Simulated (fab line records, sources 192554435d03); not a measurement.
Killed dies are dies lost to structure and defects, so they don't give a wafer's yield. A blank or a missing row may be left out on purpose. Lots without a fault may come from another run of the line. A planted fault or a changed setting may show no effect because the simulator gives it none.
Chamber matching | flow n5_finfet | N5_BEOL_M0_SAQP_ILD_DEP_01 on pecvd-02: 3 sister chambers
The step deposits SiOC from DEMS/O2, target thk 45.419 nm, time 8.7 s. 6 wafers are shown with their chamber, then 12 later ones without.

WAFERS WITH THEIR CHAMBER
wafer  | chamber | heater_power_w (W) | throttle_valve_pct (%)
L084.5 | 0       | 545                | 12.0
L086.3 | 0       | 555                | 12.4
L085.4 | 2       | 515                | 11.7
L090.3 | 1       | 381                | 11.6
L090.5 | 1       | 389                | 11.6
L090.6 | 2       | 502                | 11.8

WAFERS WITHOUT THEIR CHAMBER
wafer  | heater_power_w (W) | throttle_valve_pct (%)
L092.4 | 374                | 11.5
L092.5 | 513                | 12.1
L092.6 | 524                | 11.8
L093.2 | 562                | 12.2
L093.3 | 506                | 11.8
L093.4 | 556                | 12.4
L097.1 | 495                | 11.7
L097.3 | 416                | 11.6
L097.5 | 483                | 12.4
L096.1 | 429                | 12.0
L096.5 | 376                | 11.4
L096.6 | 577                | 12.2

WHICH CHAMBER EACH WENT THROUGH
wafer  | from the rows above | in truth
L092.4 | 1                   | 1
L092.5 | 2                   | 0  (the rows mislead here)
L092.6 | 2                   | 2
L093.2 | 0                   | 0
L093.3 | 2                   | 2
L093.4 | 0                   | 0
L097.1 | 2                   | 2
L097.3 | 1                   | 1
L097.5 | 2                   | 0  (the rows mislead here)
L096.1 | 1                   | 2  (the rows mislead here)
L096.5 | 1                   | 1
L096.6 | 0                   | 0
Placed correctly: 9 of 12. Can't be placed from these rows: 0. Placed wrongly: 3.
How it was worked out, from the rows above alone: a wafer's distance from a chamber is the root of the sum, over the readings, of the square of ((its reading less the chamber's mean) divided by the reading's scatter). The wafer belongs to the nearest chamber; if the next one is less than 2 further off, it can't be placed. A chamber's mean is the mean of its shown wafers. The scatter: the root of (the sum of the squares of (reading less its chamber's mean) over the shown wafers, divided by (wafers less chambers)).
